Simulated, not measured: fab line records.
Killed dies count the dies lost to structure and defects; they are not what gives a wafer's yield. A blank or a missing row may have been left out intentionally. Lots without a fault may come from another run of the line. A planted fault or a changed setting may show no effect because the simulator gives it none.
A struck lot beside a sound one || flow n5-finfet || 36 out of 1938 route steps
Sound: the wafers L110.2, L110.4, L110.6. Struck: wafer L125.5. (L125.1, L125.6 of the same lot were not struck and are left out.) The cause comes at the end.
Each step with rows lists, per side, the tool, then ch with its chambers, then its first start. Under that, the readings that differ: sound wafers || struck wafers || difference of the means || sigmas: that difference in standard deviations of wafers without a fault.
alike: words and numbers the same on both sides, and readings whose means are apart by under 2 such deviations; not compared: readings that were withheld, readings missing a value for some wafer, numbers with overlapping values and no deviation given by the record, and bounds like >300 which may hide the same value.
A row with sigmas, a row that says differs or no value, or rows on one side alone: a step with any of these is where the two part. Numbers that don't overlap but have no deviation are shown without sigmas and don't part them. A reading missing from all wafers of one side parts the sides only when that side holds two or more wafers.

first, 9 steps without rows for these wafers: N5_SD_EPI_N_DEVELOP_08 (develop time 30 s); N5_SD_EPI_N_DESCUM_14 (chemistry O2, time 7.9 s); N5_SD_EPI_N_ETCH_34 (etches SiARC in CF4, target depth 45.5 nm, time 75.8 s); N5_SD_EPI_N_ETCH_35 (etches SOC in N2/H2, overetch 108 nm, time 486 s); N5_SD_EPI_N_STRIP_36 (strips in N2/H2); N5_SD_EPI_N_ETCHBACK_44 (etches SiNx in CH3F/O2, stops on SiO2, target depth 14.5 nm); N5_SD_EPI_N_ETCH_45 (etches SiOCN in CH3F/O2, target depth 6 nm); N5_SD_EPI_N_ETCH_16 (etches SiO2 in CHF3/O2, target depth 5 nm); N5_SD_EPI_N_STRIP_47 (strips in CHF3/O2).
N5_SD_EPI_N_SD_RECESS_17: chemistry HBr/Cl2/O2, target depth 41 nm, time 23.7 s, bt time 3 s.
  sound on rie-si-03 ch 0,1,2, day 4 14:31; struck on rie-si-01 ch 2, day 8 12:49
{"reading": "oes-product-au (a.u.)", "sound": "0.995 1.016 0.979", "struck": 1.125, "difference": "+0.128", "sigmas": "+8"}
{"reading": "model.SD_EPI_N.feature-depth-nm (nm)", "sound": "41.6 41 40.6", "struck": 60.4, "difference": "+19.3", "sigmas": ""}
{"reading": "model.etch.depth-nm (nm)", "sound": "41.63 40.99 40.51", "struck": 60.31, "difference": "+19.27", "sigmas": ""}
{"reading": "model.Si_of_WELL_APT_EPI_41.thk-nm (nm)", "sound": "8.2 8.4 9.2", "struck": 4.2, "difference": -4.4, "sigmas": ""}
  alike: O2_flow_sccm, drypump-motor-current-A, throttle-valve-pct
  not compared: rf-hours-counter-h
then, 2 steps without rows for these wafers: N5_SD_EPI_N_STRIP_38 (strips in N2/H2); N5_SD_EPI_N_WET_ETCH_43 (etches SiO2 in dHF, time 14 s, target depth 1.5 nm).
N5_SD_EPI_N_STRIP_18: strips in SPM, time 750 s.
  sound on wet-bench-01 ch 0,1,7, day 4 14:43; struck on wet-bench-03 ch 1, day 8 13:01
{"reading": "model.Si_of_WELL_APT_EPI_41.thk-nm (nm)", "sound": "7.8 8 9", "struck": 4, "difference": -4, "sigmas": ""}
then, 21 steps without rows for these wafers: N5_SD_EPI_N_SRD_20 (time 30 s); N5_SD_EPI_N_PRECLEAN_48 (cleans in NF3:NH3, afs cycles 2, time 20 s, sublimation time 60 s); N5_SD_EPI_N_VAPOR_ETCH_50 (etches Si in HCl, time 54 s); N5_SD_EPI_N_EPI_21 (deposits Si:P, time 690 s); N5_SD_EPI_N_PRECLEAN_24 (cleans in O3/DIW, time 60 s); N5_SD_EPI_N_SRD_25 (time 30 s); N5_SD_EPI_N_PRECLEAN_49 (cleans in NF3:NH3, afs cycles 1, time 20 s, sublimation time 60 s); N5_SD_EPI_N_LINER_46 (material SiNx, target thk 3 nm); N5_SD_EPI_P_COAT_34 (time 60 s, resist thk 350 nm); N5_SD_EPI_P_COAT_35 (time 60 s, resist thk 35 nm); N5_SD_EPI_P_COAT_03 (resist thk 150 nm); N5_SD_EPI_P_EBR_05; N5_SD_EPI_P_SOFTBAKE_04 (time 60 s); N5_SD_EPI_P_EXPOSE_06 (exposes mask SD P BLK, target cd 240 nm); N5_SD_EPI_P_PEB_07 (peb time 60 s); N5_SD_EPI_P_DEVELOP_08 (develop time 30 s); N5_SD_EPI_P_DESCUM_14 (chemistry O2, time 7.9 s); N5_SD_EPI_P_ETCH_36 (etches SiARC in CF4, target depth 45.5 nm, time 75.8 s); N5_SD_EPI_P_ETCH_37 (etches SOC in N2/H2, overetch 108 nm, time 486 s); N5_SD_EPI_P_STRIP_38 (strips in N2/H2); N5_SD_EPI_P_ETCHBACK_46 (etches SiNx in CH3F/O2, stops on SiO2, target depth 17.5 nm).
-- here the record skips 5 days between the struck wafers' starts before and after, leaving off in module SD_EPI_P and picking up in module BEOL_M4 (first step shown: number 1111 of the route) --
N5_BEOL_M4_RC_MEAS_101:
  sound on prober-01 ch 0, day 9 10:13; struck on prober-01 ch 0, day 13 16:14
  alike: DIBL_P, IOFF_P, ION_P, SS_P, VT_P
  not compared: CJ_N, DIBL_N, EOT_N, IGATE_N, IOFF_N, IOFF_N_85C, IOFF_N_LIN, IOFF_N_LONG, ION_N, RC_DENSE_N, RC_N, REXT_N, RS_SD_N, SS_N, VT_N, VT_N_LONG, VT_N_LVT
-- here the record skips 5 days between the struck wafers' starts before and after, leaving off in module BEOL_M4 and picking up in module PASSIVATION (first step shown: number 1936 of the route) --
N5_PASSIVATION_PROBE_49:
  sound on prober-02 at day 13 22:07; struck on prober-02 at day 18 09:59
{"reading": "killed_at_M4_up", "sound": "8 12 8", "struck": 23, "difference": "+14", "sigmas": "+3"}
{"reading": "sort_bin_4_leakage (%)", "sound": "0 0 0", "struck": 91.02, "difference": "+91.02", "sigmas": ""}
{"reading": "sort-n-pass", "sound": "1094 1082 1082", "struck": 0, "difference": -1086, "sigmas": -64}
{"reading": "sort-yield-pct (%)", "sound": "92.7 91.7 91.7", "struck": 0, "difference": -92, "sigmas": -61}
  alike: defect-limited-yield, killed_at_M0_to_M3, killed-at-contacts, killed-at-front-end, killed-at-other, killed-dies, killed-open, killed-short, sort_bin_5_function, sort_bin_6_memory

WHERE THEY PART
Earliest at N5_SD_EPI_N_SD_RECESS_17; latest, in this record, at N5_PASSIVATION_PROBE_49.

WHY: whatever the simulator had introduced
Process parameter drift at N5_SD_EPI_N_SD_RECESS_17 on rie-si-01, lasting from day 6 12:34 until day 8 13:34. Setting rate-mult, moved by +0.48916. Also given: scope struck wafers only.
